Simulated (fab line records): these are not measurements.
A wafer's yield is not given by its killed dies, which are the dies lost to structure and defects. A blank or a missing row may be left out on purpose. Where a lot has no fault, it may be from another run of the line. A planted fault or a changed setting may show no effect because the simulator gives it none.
fab line records	flow n5-finfet
record lots=10	wafers=29	last-day=18
route steps=1938 shown BEOL_M0@740 BEOL_M1@751 BEOL_M4@1111 PASSIVATION@1936
lots with no fault: from the same line, run without faults
start-h: hours from the record's opening day to when the first of the lot's shown wafers began	wait-h: how many hours have passed since the lot's step before this one	" the same as in the row above	L1.1+2: a single row standing in for several wafers	- no value, or no start given	* or withheld: withheld	< > ~ a bound
route shown NAME@n: a module of which the file shows steps, and the number in the route of the first	usual: mean and standard deviation over wafers with no fault	same: alike in all rows	chamber/n: place in a boat	sites: each site's reading	_std_site: how widely they spread, as a standard deviation	_edge_site: outer sites' mean less inner sites'	radius-mm: how far each site lies from the wafer's centre	mask NAME#n: copy n	behind: tool/chamber where the wafer was last shaped	hold: reason for holding the lot/hours on hold/outcome of the hold	device: names the non-switching transistor (n, p or np)	end of line: tests run on the same wafers once the route is complete	step lacking rows: just its recipe	killed: dies lost to structure and defects at the first sort, not the wafer's yield	map: a wafer's dies, x killed, . not, _ none there
set.NAME: setting as actually run; set.NAME@STEP: the setting as run at that earlier step	model.NAME: the simulator's own value behind a step, which no gauge read
the route's steps for a sample of lots (tables are steps, rows are wafers)
services: a tool's chamber out of use, with start hour (start-h, from the record's first day; less than 0 if before it), hours out, and reason
## steps
# step N5_BEOL_M0_SPUTTER_141
# recipe material=Cu	target-thk-a=40	temp-c=-20	chamber-pressure-pa=0.07	power-w=withheld	time-s=7.37
# usual throttle-valve-pct=29.9/0.95
# same time-s=7.37
lot.wafer	tool	chamber	start-h	wait-h	throttle-valve-pct
L865.1	pvd-sputter-01	-	134.06	0.0	29.2
L865.2	"	-	"	"	30.9
L865.6	"	-	"	"	30.3
L866.4	pvd-sputter-01	-	138.28	0.0	30.0
L866.5	"	-	"	"	30.2
L866.6	"	-	"	"	29.1
L864.3	pvd-sputter-02	-	139.26	0.0	30.0
L864.5	"	-	"	"	30.2
L864.6	"	-	"	"	30.1
L867.2	pvd-sputter-02	-	144.88	0.0	30.4
L867.5	"	-	"	"	29.5
L867.6	"	-	"	"	30.6
L868.1	pvd-sputter-03	-	147.51	0.0	28.2
L868.4	"	-	"	"	31.5
L878.1	pvd-sputter-03	-	209.21	0.0	31.5
L878.5	"	-	"	"	29.1
L878.6	"	-	"	"	31.4
L884.1	pvd-sputter-03	-	237.65	0.0	28.2
L884.5	"	-	"	"	31.2
L884.6	"	-	"	"	30.0
L885.3	pvd-sputter-03	-	240.97	0.0	29.2
L885.5	"	-	"	"	29.3
L885.6	"	-	"	"	31.6
L886.1	pvd-sputter-03	-	247.83	0.0	29.0
L886.2	"	-	"	"	31.7
L886.4	"	-	"	"	29.7
L887.2	pvd-sputter-03	-	259.12	0.0	28.1
L887.3	"	-	"	"	29.7
L887.5	"	-	"	"	29.4
# step N5_BEOL_M0_RS_MEAS_126
# recipe thk-meas-gauge=four-point-probe	reads=Co_of_BEOL_M0_CO_CAP_123+Cu_of_BEOL_M0_ECD_118+Co_of_BEOL_M0_CVD_115+TaN_of_BEOL_M0_ALD_136
# usual M0_RS=0.536/0.021
lot.wafer	tool	chamber	start-h	wait-h	M0_RS[ohm/sq]
L865.1	film-metro-02	-	135.33	0.1	0.549
L865.2	"	-	"	"	0.529
L865.6	"	-	"	"	0.548
L866.4	film-metro-02	-	140.28	0.0	0.556
L866.5	"	-	"	"	0.538
L866.6	"	-	"	"	0.554
L864.3	film-metro-01	-	140.88	0.1	0.575
L864.5	"	-	"	"	0.560
L864.6	"	-	"	"	0.516
L867.2	film-metro-02	-	147.78	0.1	0.541
L867.5	"	-	"	"	0.549
L867.6	"	-	"	"	0.502
L868.1	film-metro-01	-	150.01	0.0	0.548
L868.4	"	-	"	"	0.527
L878.1	film-metro-02	-	210.27	0.0	0.543
L878.5	"	-	"	"	0.510
L878.6	"	-	"	"	0.509
L884.1	film-metro-02	-	238.71	0.0	0.558
L884.5	"	-	"	"	0.530
L884.6	"	-	"	"	0.537
L885.3	film-metro-02	-	242.06	0.1	0.518
L885.5	"	-	"	"	0.540
L885.6	"	-	"	"	0.558
L886.1	film-metro-01	-	249.40	0.0	0.527
L886.2	"	-	"	"	0.542
L886.4	"	-	"	"	0.542
L887.2	film-metro-01	-	260.17	0.1	0.544
L887.3	"	-	"	"	0.545
L887.5	"	-	"	"	0.524
# step N5_BEOL_M1_ILD_DEP_00
# recipe material=SiOC	target-thk-a=790	temp-c=350	precursor=DEMS/O2	pressure-torr=5	rf-w=500	time-s=15.3
# usual heater-power-w=514/68	showerhead-plenum-p-Torr=5.694/0.016	throttle-valve-pct=12.0/0.59
lot.wafer	tool	chamber	start-h	wait-h	heater-power-w	showerhead-plenum-p-Torr	since-wet-clean-h	throttle-valve-pct
L865.1	pecvd-02	0	135.39	0.0	520	5.707	658	11.4
L865.2	"	2	"	"	498	5.703	2108	12.2
L865.6	"	2	"	"	493	5.696	-	12.5
L866.4	pecvd-03	1	140.36	0.1	602	5.670	-	12.5
L866.5	"	2	"	"	416	5.710	-	11.4
L866.6	"	0	"	"	626	5.699	-	12.9
L864.3	pecvd-03	1	140.94	0.0	587	5.653	1751	12.5
L864.5	"	0	"	"	595	5.701	-	12.9
L864.6	"	1	"	"	599	5.683	-	12.4
L867.2	pecvd-03	1	147.84	0.0	640	5.654	1758	12.8
L867.5	"	1	"	"	623	5.659	-	12.6
L867.6	"	0	"	"	618	5.717	-	12.9
L868.1	pecvd-03	0	150.08	0.0	556	5.710	1035	13.0
L868.4	"	2	"	"	440	5.711	-	11.4
L878.1	pecvd-04	0	210.33	0.0	567	5.710	914	12.0
L878.5	"	2	"	"	448	5.662	-	11.3
L878.6	"	0	"	"	561	5.716	-	12.0
L884.1	pecvd-02	1	238.78	0.0	408	5.696	1486	12.5
L884.5	"	1	"	"	419	5.695	-	12.8
L884.6	"	2	"	"	501	5.681	-	11.3
L885.3	pecvd-04	2	242.12	0.0	490	5.682	192	11.3
L885.5	"	0	"	"	566	5.723	-	11.8
L885.6	"	2	"	"	479	5.679	-	11.2
L886.1	pecvd-04	2	249.46	0.0	505	5.687	199	11.3
L886.2	"	1	"	"	546	5.677	1678	12.0
L886.4	"	2	"	"	402	5.685	-	11.1
L887.2	pecvd-04	2	260.23	0.0	492	5.681	210	11.3
L887.3	"	1	"	"	518	5.670	1689	12.2
L887.5	"	2	"	"	503	5.676	-	11.2
# step N5_BEOL_M1_THK_MEAS_01
# recipe reads=SiOC_of_BEOL_M1_ILD_DEP_00
# usual M1_ILD_THK=78.3/1
lot.wafer	tool	chamber	start-h	wait-h	M1_ILD_THK[nm]
L865.1	film-metro-02	-	135.46	0.0	76.8
L865.2	"	-	"	"	77.0
L865.6	"	-	"	"	77.3
L866.4	film-metro-01	-	140.41	0.0	79.2
L866.5	"	-	"	"	79.5
L866.6	"	-	"	"	79.3
L864.3	film-metro-02	-	141.01	0.1	78.7
L864.5	"	-	"	"	79.2
L864.6	"	-	"	"	78.5
L867.2	film-metro-02	-	147.91	0.1	77.5
L867.5	"	-	"	"	79.4
L867.6	"	-	"	"	78.9
L868.1	film-metro-02	-	150.14	0.0	74.7
L868.4	"	-	"	"	79.2
L878.1	film-metro-01	-	210.40	0.0	78.3
L878.5	"	-	"	"	80.1
L878.6	"	-	"	"	78.9
L884.1	film-metro-01	-	238.84	0.0	78.2
L884.5	"	-	"	"	80.1
L884.6	"	-	"	"	78.8
L885.3	film-metro-02	-	242.19	0.1	78.6
L885.5	"	-	"	"	78.7
L885.6	"	-	"	"	80.2
L886.1	film-metro-01	-	249.53	0.0	77.6
L886.2	"	-	"	"	77.2
L886.4	"	-	"	"	79.5
L887.2	film-metro-01	-	260.30	0.1	78.6
L887.3	"	-	"	"	77.0
L887.5	"	-	"	"	79.0
# step N5_BEOL_M1_HM_DEP_02
# recipe material=TiN	target-thk-a=200	temp-c=25	chamber-pressure-pa=0.49996
# usual throttle-valve-pct=30.0/0.79
lot.wafer	tool	chamber	start-h	wait-h	throttle-valve-pct
L865.1	pvd-sputter-02	-	136.45	0.9	30.3
L865.2	"	-	"	"	30.6
L865.6	"	-	"	"	30.2
L866.4	pvd-sputter-02	-	140.86	0.4	29.7
L866.5	"	-	"	"	29.6
L866.6	"	-	"	"	30.5
L864.3	pvd-sputter-02	-	142.90	1.8	30.0
L864.5	"	-	"	"	29.9
L864.6	"	-	"	"	29.9
L867.2	pvd-sputter-01	-	149.76	1.8	28.7
L867.5	"	-	"	"	30.8
L867.6	"	-	"	"	30.6
L868.1	pvd-sputter-01	-	150.52	0.3	29.1
L868.4	"	-	"	"	30.2
L878.1	pvd-sputter-02	-	211.11	0.7	29.9
L878.5	"	-	"	"	30.0
L878.6	"	-	"	"	30.5
L884.1	pvd-sputter-01	-	239.37	0.5	30.1
L884.5	"	-	"	"	30.7
L884.6	"	-	"	"	30.2
L885.3	pvd-sputter-02	-	242.99	0.7	30.1
L885.5	"	-	"	"	30.1
L885.6	"	-	"	"	29.9
L886.1	pvd-sputter-03	-	250.88	1.3	31.3
L886.2	"	-	"	"	29.5
L886.4	"	-	"	"	28.1
L887.2	pvd-sputter-03	-	261.04	0.7	28.9
L887.3	"	-	"	"	28.4
L887.5	"	-	"	"	31.3
# step N5_BEOL_M4_RC_MEAS_101
# usual DIBL_N=36.4/1.6	DIBL_P=36.2/1.8	IOFF_N=0.159/0.029	IOFF_P=0.21/0.034	ION_N=670/12	ION_P=459/8.2	SS_N=71.5/0.59	SS_P=73.2/0.54	VT_N=250/3.3	VT_P=-250/3.7
lot.wafer	tool	chamber	start-h	wait-h	DIBL_N[mV/V]	DIBL_P[mV/V]	IOFF_N[nA/um]	IOFF_P[nA/um]	ION_N[uA/um]	ION_P[uA/um]	SS_N[mV/dec]	SS_P[mV/dec]	VT_N[mV]	VT_P[mV]
L865.1	prober-02	0	185.72	0.0	34.2	33.1	0.127	0.17	658	450	71.2	73.0	253	-252
L865.2	"	0	"	"	34.8	34.2	0.133	0.19	660	454	70.8	73.5	252	-252
L865.6	"	0	"	"	36.8	35.6	0.163	0.21	668	462	72.0	72.5	252	-250
L864.3	prober-02	0	188.80	0.3	35.8	37.4	0.150	0.20	673	460	71.2	73.4	248	-251
L864.5	"	0	"	"	36.6	37.3	0.153	0.20	659	447	71.3	73.6	251	-252
L864.6	"	0	"	"	36.6	37.5	0.164	0.21	671	459	71.5	73.1	251	-254
L866.4	prober-02	0	204.10	0.5	34.8	33.3	0.133	0.20	674	465	70.2	73.3	252	-249
L866.5	"	0	"	"	37.0	35.7	0.170	0.24	685	464	71.5	72.6	248	-247
L866.6	"	0	"	"	36.3	34.5	0.144	0.22	658	459	71.6	73.3	252	-247
L867.2	prober-02	0	209.13	0.2	38.1	36.5	0.204	0.25	697	472	72.2	73.0	248	-247
L867.5	"	0	"	"	39.7	38.4	0.260	0.31	698	477	72.9	73.5	243	-241
L867.6	"	0	"	"	37.4	35.3	0.191	0.24	683	469	72.1	73.2	247	-247
L868.1	prober-01	0	211.55	0.0	35.2	35.6	0.152	0.20	670	458	71.6	73.0	249	-250
L868.4	"	0	"	"	34.0	34.9	0.136	0.20	673	460	70.8	73.1	251	-253
L878.1	prober-02	0	258.39	0.0	35.5	35.8	0.130	0.20	656	452	71.0	73.0	253	-251
L878.5	"	0	"	"	35.2	35.1	0.126	0.18	668	461	70.8	72.8	254	-252
L878.6	"	0	"	"	36.1	32.9	0.127	0.15	643	445	72.0	72.8	256	-255
L884.1	prober-02	0	304.09	0.0	39.1	37.3	0.199	0.22	683	460	71.9	73.5	247	-250
L884.5	"	0	"	"	38.5	36.3	0.188	0.21	695	470	71.4	73.1	245	-250
L884.6	"	0	"	"	39.0	38.0	0.196	0.25	679	462	71.4	73.4	245	-246
L885.3	prober-02	0	311.25	0.3	35.5	34.9	0.113	0.14	649	443	71.2	72.3	257	-262
L885.5	"	0	"	"	38.6	39.7	0.190	0.20	673	453	72.2	73.7	250	-253
L885.6	"	0	"	"	36.9	37.1	0.152	0.16	675	455	71.9	72.9	251	-258
L886.1	prober-01	0	331.48	0.0	36.1	37.1	0.157	0.22	657	458	71.7	73.4	253	-250
L886.2	"	0	"	"	37.3	39.1	0.196	0.26	689	472	71.7	73.6	247	-248
L886.4	"	0	"	"	33.1	34.9	0.117	0.19	652	460	70.8	72.5	253	-250
L887.2	prober-02	0	335.34	0.2	37.0	37.7	0.179	0.27	671	468	72.1	73.9	248	-245
L887.3	"	0	"	"	32.8	33.8	0.114	0.20	657	466	70.8	72.3	255	-246
L887.5	"	0	"	"	32.9	34.5	0.119	0.23	660	464	70.8	73.0	249	-247
# step N5_PASSIVATION_PROBE_49
# usual defect-limited-yield=91.1/1.5	killed_at_M0_to_M3=33/9.9	killed_at_M4_up=14/5.2	killed-at-contacts=12/6.7	killed-at-front-end=43/13	killed-at-other=3.4/2.7	killed-dies=105/17	killed-open=69/13	killed-short=33/7.5	sort_bin_5_function=5.2/0.91	sort_bin_6_memory=3.3/0.71	sort_bin_8_speed=0.00/0.032	sort-n-pass=1075/17	sort-yield-pct=91.1/1.5
# same gross-dies=1180	killed-at-back-side=0	sort_bin_4_leakage[%]=0
lot.wafer	tool	chamber	start-h	wait-h	defect-limited-yield[%]	killed_at_M0_to_M3	killed_at_M4_up	killed-at-contacts	killed-at-front-end	killed-at-other	killed-dies	killed-open	killed-short	sort_bin_5_function[%]	sort_bin_6_memory[%]	sort_bin_8_speed[%]	sort-n-pass	sort-yield-pct[%]
L865.1	prober-01	-	299.52	0.0	90.5	25	24	11	49	3	112	76	33	6.1	2.9	0	1068	90.5
L865.2	prober-01	-	299.57	0.1	88.1	22	18	20	75	5	140	101	31	5.8	5.2	0	1040	88.1
L865.6	prober-01	-	299.77	0.3	88.6	29	11	21	70	3	134	89	45	6.9	4.2	0	1046	88.6
L864.3	prober-01	-	305.33	0.1	90.4	37	17	10	43	6	113	69	43	5.6	3.6	0	1067	90.4
L864.5	prober-01	-	305.43	0.2	89.2	56	11	22	39	0	128	99	28	6.5	4.2	0	1052	89.2
L864.6	prober-01	-	305.48	0.3	89.6	45	14	16	47	1	123	84	39	5.8	4.2	0	1057	89.6
L866.4	prober-02	-	316.36	0.2	91.4	39	13	8	40	1	101	68	33	5.3	3.1	0	1079	91.4
L866.5	prober-02	-	316.41	0.2	91.2	48	11	2	41	2	104	68	36	5.6	3.0	0	1076	91.2
L866.6	prober-02	-	316.46	0.3	92.7	29	11	7	38	1	86	52	33	4.2	2.7	0	1094	92.7
L867.2	prober-02	-	317.90	0.1	91.5	51	9	5	33	2	100	70	29	4.8	3.2	0	1080	91.5
L867.5	prober-02	-	318.05	0.2	92.5	19	5	8	55	1	88	67	21	5.3	2.1	0	1092	92.5
L867.6	prober-02	-	318.10	0.3	92.5	29	13	4	41	2	89	62	27	4.2	3.1	0	1091	92.5
L868.1	prober-01	-	323.65	0.0	90.3	31	11	30	43	0	115	85	30	5.8	3.7	0	1065	90.3
L868.4	prober-01	-	323.80	0.2	89.1	47	21	11	49	1	129	94	33	5.8	4.8	0	1051	89.1
L878.1	prober-02	-	360.23	0.0	91.1	47	9	16	30	3	105	64	39	5.8	3.0	0	1075	91.1
L878.5	prober-02	-	360.43	0.2	92.1	32	17	10	28	6	93	58	33	5.2	2.4	0	1087	92.1
L878.6	prober-02	-	360.48	0.3	92.5	29	10	21	28	1	89	57	32	5.1	2.5	0.17	1089	92.3
L884.1	prober-02	-	406.77	0.0	91.2	38	20	8	36	2	104	65	38	5.3	3.2	0	1076	91.2
L884.5	prober-02	-	406.97	0.2	90.8	29	20	12	45	2	108	71	34	5.1	3.7	0	1072	90.8
L884.6	prober-02	-	407.02	0.3	91.6	26	19	17	36	1	99	60	39	5.3	2.8	0	1081	91.6
L885.3	prober-02	-	417.63	0.1	91.2	45	17	5	25	12	104	69	35	5.3	3.1	0	1076	91.2
L885.5	prober-02	-	417.73	0.2	93.6	25	10	2	32	7	76	51	25	3.6	2.6	0	1104	93.6
L885.6	prober-02	-	417.78	0.3	94.0	35	15	4	15	2	71	45	26	3.5	2.2	0	1109	94.0
L886.1	prober-01	-	432.35	0.0	91.3	40	8	12	41	2	103	65	35	4.3	4.2	0	1077	91.3
L886.2	prober-01	-	432.40	0.1	91.1	37	15	8	39	6	105	71	34	5.3	3.5	0	1075	91.1
L886.4	prober-01	-	432.50	0.2	92.4	34	4	11	40	1	90	58	32	4.1	3.0	0	1090	92.4
L887.2	prober-01	-	438.40	0.1	89.2	35	20	17	54	2	128	81	41	6.1	3.9	0	1052	89.2
L887.3	prober-01	-	438.45	0.1	89.5	57	9	12	42	4	124	74	49	6.1	4.2	0	1056	89.5
L887.5	prober-01	-	438.55	0.2	91.6	38	9	10	38	4	99	57	37	4.7	3.3	0	1081	91.6
# killed by level:class
L865.1 FIN_SAQP:geometric-particle:short=15 MOL_CONTACT_COAG:geometric-particle:open=11 STI_FIN_REVEAL:geometric-particle:open=10 BEOL_M4:geometric-particle:open=9 BEOL_M2:geometric-particle:open=8 GATE_CUT:geometric-particle:short=6 BEOL_M0_SAQP:geometric-particle:open=6 FIN_SAQP:geometric-particle:open=4
L865.2 FIN_SAQP:geometric-particle:open=20 STI_FIN_REVEAL:geometric-particle:open=17 MOL_CONTACT_COAG:geometric-particle:open=16 BEOL_M4:geometric-particle:open=8 DUMMY_GATE:geometric-particle:open=6 BEOL_M0_SAQP:geometric-particle:open=6 BEOL_M2:geometric-particle:open=6 HKMG_FIN:area-etch=6
L865.6 MOL_CONTACT_COAG:geometric-particle:open=18 STI_FIN_REVEAL:geometric-particle:open=16 FIN_SAQP:geometric-particle:short=14 FIN_SAQP:geometric-particle:open=12 BEOL_M1:geometric-particle:open=8 BEOL_M0_SAQP:geometric-particle:short=6 BEOL_M4:geometric-particle:open=6 GATE_CUT:geometric-particle:open=5
L864.3 FIN_SAQP:geometric-particle:open=13 BEOL_M1:geometric-particle:open=8 BEOL_M0_SAQP:geometric-particle:open=7 MOL_CONTACT_COAG:geometric-particle:open=6 BEOL_M0_SAQP:geometric-particle:short=6 BEOL_M2:geometric-particle:open=6 BEOL_M4:geometric-particle:open=6 STARTING-WAFER:geometric-particle:short=6
L864.5 FIN_SAQP:geometric-particle:open=19 MOL_CONTACT_COAG:geometric-particle:open=16 BEOL_M2:geometric-particle:open=15 BEOL_M0_SAQP:geometric-particle:short=11 BEOL_M3:geometric-particle:open=10 BEOL_M0_SAQP:geometric-particle:open=7 MOL_CONTACT_COAG:geometric-particle:short=6 BEOL_M4:geometric-particle:open=6
L864.6 MOL_CONTACT_COAG:geometric-particle:open=14 FIN_SAQP:geometric-particle:open=13 BEOL_M2:geometric-particle:open=13 FIN_SAQP:geometric-particle:short=9 BEOL_M0_SAQP:geometric-particle:open=9 BEOL_M0_SAQP:geometric-particle:short=8 STARTING-WAFER:geometric-particle:open=5 BEOL_M7:geometric-particle:open=5
L866.4 BEOL_M2:geometric-particle:open=15 STI_FIN_REVEAL:geometric-particle:open=10 MOL_CONTACT_COAG:geometric-particle:open=8 BEOL_M0:geometric-particle:open=7 BEOL_M4:geometric-particle:short=6 BEOL_M3:geometric-particle:open=5 DUMMY_GATE:geometric-particle:open=4 ILD0:geometric-particle:short=4
L866.5 STI_FIN_REVEAL:geometric-particle:open=16 BEOL_M2:geometric-particle:open=11 BEOL_M0_SAQP:geometric-particle:open=10 BEOL_M1:geometric-particle:open=8 FIN_SAQP:geometric-particle:short=7 BEOL_M0_SAQP:geometric-particle:short=5 BEOL_M1:geometric-particle:short=5 BEOL_M2:geometric-particle:short=4
L866.6 BEOL_M2:geometric-particle:open=13 FIN_SAQP:geometric-particle:short=11 BEOL_M0_SAQP:geometric-particle:short=7 MOL_CONTACT_COAG:geometric-particle:open=6 FIN_SAQP:geometric-particle:open=5 BEOL_M0:geometric-particle:open=5 BEOL_M4:geometric-particle:open=5 STARTING-WAFER:geometric-particle:short=5
L867.2 BEOL_M1:geometric-particle:open=16 BEOL_M2:geometric-particle:open=14 BEOL_M3:geometric-particle:open=7 DUMMY_GATE:geometric-particle:open=7 FIN_SAQP:geometric-particle:open=4 MOL_CONTACT_COAG:geometric-particle:open=4 BEOL_M0_SAQP:geometric-particle:short=4 FIN_SAQP:geometric-particle:short=3
L867.5 FIN_SAQP:geometric-particle:open=17 STI_FIN_REVEAL:geometric-particle:open=14 BEOL_M1:geometric-particle:open=6 BEOL_M3:geometric-particle:open=6 ILD0:geometric-particle:open=4 ILD0:geometric-particle:short=4 MOL_CONTACT_COAG:geometric-particle:short=4 MOL_CONTACT_COAG:geometric-particle:open=4
L867.6 BEOL_M1:geometric-particle:open=10 FIN_SAQP:geometric-particle:open=8 STI_FIN_REVEAL:geometric-particle:open=7 DUMMY_GATE:geometric-particle:open=7 FIN_SAQP:geometric-particle:short=5 SPACER0:geometric-particle:open=5 BEOL_M0_SAQP:geometric-particle:short=5 BEOL_M4:geometric-particle:open=5
L868.1 MOL_CONTACT_COAG:geometric-particle:open=23 BEOL_M2:geometric-particle:open=16 STI_FIN_REVEAL:geometric-particle:open=9 BEOL_M4:geometric-particle:open=9 DUMMY_GATE:geometric-particle:open=7 BEOL_M0_SAQP:geometric-particle:short=7 MOL_CONTACT_COAG:geometric-particle:short=7 FIN_SAQP:geometric-particle:open=5
L868.4 STI_FIN_REVEAL:geometric-particle:open=23 BEOL_M4:geometric-particle:open=14 BEOL_M2:geometric-particle:open=14 BEOL_M0_SAQP:geometric-particle:open=9 BEOL_M1:geometric-particle:open=9 MOL_CONTACT_COAG:geometric-particle:open=8 BEOL_M0_SAQP:geometric-particle:short=8 STI_FIN_REVEAL:geometric-particle:short=4
L878.1 BEOL_M0_SAQP:geometric-particle:short=13 BEOL_M2:geometric-particle:open=12 MOL_CONTACT_COAG:geometric-particle:open=11 BEOL_M0_SAQP:geometric-particle:open=8 BEOL_M1:geometric-particle:open=8 FIN_SAQP:geometric-particle:open=7 FIN_SAQP:geometric-particle:short=6 MOL_CONTACT_COAG:geometric-particle:short=5
L878.5 BEOL_M2:geometric-particle:open=11 FIN_SAQP:geometric-particle:short=8 BEOL_M1:geometric-particle:open=8 BEOL_M4:geometric-particle:open=8 FIN_SAQP:geometric-particle:open=7 MOL_CONTACT_COAG:geometric-particle:open=6 MIM_TOP_ETCH:geometric-particle:short=5 MOL_CONTACT_COAG:geometric-particle:short=4
L878.6 MOL_CONTACT_COAG:geometric-particle:open=19 FIN_SAQP:geometric-particle:short=8 BEOL_M0_SAQP:geometric-particle:short=6 FIN_SAQP:geometric-particle:open=5 BEOL_M1:geometric-particle:open=5 STI_FIN_REVEAL:geometric-particle:open=4 BEOL_M0_SAQP:geometric-particle:open=4 BEOL_M2:geometric-particle:open=4
L884.1 BEOL_M1:geometric-particle:open=10 FIN_SAQP:geometric-particle:short=9 BEOL_M3:geometric-particle:open=9 FIN_SAQP:geometric-particle:open=8 MOL_CONTACT_COAG:geometric-particle:open=7 BEOL_M0_SAQP:geometric-particle:open=7 BEOL_M4:geometric-particle:open=7 BEOL_M5:geometric-particle:short=5
L884.5 FIN_SAQP:geometric-particle:short=13 MOL_CONTACT_COAG:geometric-particle:open=11 FIN_SAQP:geometric-particle:open=10 BEOL_M3:geometric-particle:open=8 DUMMY_GATE:geometric-particle:open=7 BEOL_M4:geometric-particle:open=7 STI_FIN_REVEAL:geometric-particle:open=6 BEOL_M1:geometric-particle:open=6
L884.6 MOL_CONTACT_COAG:geometric-particle:open=12 FIN_SAQP:geometric-particle:short=10 BEOL_M4:geometric-particle:open=10 BEOL_M1:geometric-particle:open=9 BEOL_M3:geometric-particle:open=6 FIN_SAQP:geometric-particle:open=5 STI_FIN_REVEAL:geometric-particle:open=5 MOL_CONTACT_COAG:geometric-particle:short=5
L885.3 BEOL_M0_SAQP:geometric-particle:open=16 BEOL_M0_SAQP:geometric-particle:short=11 BEOL_M4:geometric-particle:open=11 BEOL_M0:geometric-particle:open=5 BEOL_M2:geometric-particle:open=5 MOL_CONTACT_COAG:geometric-particle:open=4 PASS1_CAP:geometric-particle:open=4 FIN_SAQP:geometric-particle:open=3
L885.5 BEOL_M0_SAQP:geometric-particle:open=12 DUMMY_GATE:geometric-particle:open=10 BEOL_M0_SAQP:geometric-particle:short=6 STARTING-WAFER:geometric-particle:open=6 BEOL_M4:geometric-particle:open=5 FIN_SAQP:geometric-particle:open=4 STARTING-WAFER:geometric-particle:short=4 DUMMY_GATE:geometric-particle:short=3
L885.6 BEOL_M0_SAQP:geometric-particle:short=12 BEOL_M0_SAQP:geometric-particle:open=10 BEOL_M4:geometric-particle:open=6 DUMMY_GATE:geometric-particle:open=4 MOL_CONTACT_COAG:geometric-particle:open=4 BEOL_M6:geometric-particle:open=4 FIN_SAQP:geometric-particle:open=3 BEOL_M0:geometric-particle:open=3
L886.1 MOL_CONTACT_COAG:geometric-particle:open=9 FIN_SAQP:geometric-particle:short=8 BEOL_M0_SAQP:geometric-particle:open=7 STI_FIN_REVEAL:geometric-particle:open=6 BEOL_M1:geometric-particle:open=6 BEOL_M2:geometric-particle:open=6 BEOL_M3:geometric-particle:open=6 DUMMY_GATE:geometric-particle:open=5
L886.2 FIN_SAQP:geometric-particle:short=7 FIN_SAQP:geometric-particle:open=7 BEOL_M0_SAQP:geometric-particle:short=7 BEOL_M1:geometric-particle:open=7 BEOL_M3:geometric-particle:open=7 BEOL_M0_SAQP:geometric-particle:open=6 BEOL_M8:geometric-particle:open=6 MOL_CONTACT_COAG:geometric-particle:open=5
L886.4 MOL_CONTACT_COAG:geometric-particle:open=11 BEOL_M0_SAQP:geometric-particle:open=10 BEOL_M0_SAQP:geometric-particle:short=9 DUMMY_GATE:geometric-particle:open=7 STI_FIN_REVEAL:geometric-particle:open=5 GATE_CUT:geometric-particle:short=4 GATE_CUT:geometric-particle:open=4 BEOL_M1:geometric-particle:open=4
L887.2 MOL_CONTACT_COAG:geometric-particle:open=14 BEOL_M0_SAQP:geometric-particle:open=10 FIN_SAQP:geometric-particle:open=9 FIN_SAQP:geometric-particle:short=9 STI_FIN_REVEAL:geometric-particle:open=8 BEOL_M4:geometric-particle:open=7 DUMMY_GATE:geometric-particle:open=6 BEOL_M3:geometric-particle:open=6
L887.3 MOL_CONTACT_COAG:geometric-particle:open=11 BEOL_M0_SAQP:geometric-particle:short=11 BEOL_M1:geometric-particle:short=9 FIN_SAQP:geometric-particle:open=8 BEOL_M0_SAQP:geometric-particle:open=8 BEOL_M3:geometric-particle:open=8 GATE_CUT:geometric-particle:short=6 BEOL_M0:geometric-particle:open=6
L887.5 FIN_SAQP:geometric-particle:short=10 MOL_CONTACT_COAG:geometric-particle:open=8 BEOL_M0_SAQP:geometric-particle:short=7 BEOL_M1:geometric-particle:open=7 FIN_SAQP:geometric-particle:open=6 BEOL_M2:geometric-particle:open=6 GATE_CUT:geometric-particle:open=5 BEOL_M0_SAQP:geometric-particle:open=5
## services
tool	chamber	start-h	hours	kind
pecvd-02	1	119.52	2.1	scheduled-down
pvd-sputter-03	-	128.00	1.9	repair
pecvd-03	1	132.31	3.7	repair
pecvd-02	-	149.95	0.2	repair
pecvd-03	2	154.16	5.0	repair
pecvd-02	-	163.60	0.6	repair
pecvd-02	-	181.91	2.8	pm
pecvd-04	0	188.12	5.5	scheduled-down
pecvd-04	2	193.58	2.1	scheduled-down
pecvd-02	2	202.38	-	clean
pecvd-02	2	202.38	-	consumable-replace:showerhead
pecvd-02	2	202.38	29.0	scheduled-down
pecvd-02	2	202.38	29.0	vent-cycle
pecvd-03	1	214.97	2.1	scheduled-down
## key
first-sign step=N5_BEOL_M1_THK_MEAS_01	reading=M1_ILD_THK	direction=down	sigmas=3.6	usual=78.3	struck=74.7
effect none on later readings
met-at N5_BEOL_M1_ILD_DEP_00
struck-lots L868
struck-wafers L868.1
not-acting-at N5_BEOL_M0_SPUTTER_141,N5_BEOL_M0_RS_MEAS_126,N5_BEOL_M1_HM_DEP_02
onset-between 147.84 150.08
fault kind=process-parameter-drift	tool=pecvd-03	chamber=-	onset-h=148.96	steps=N5_BEOL_M1_ILD_DEP_00	channel=time-s	offset=*	shape=step	end-h=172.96	scope=struck-wafers-only	acts-in=*	stated=*
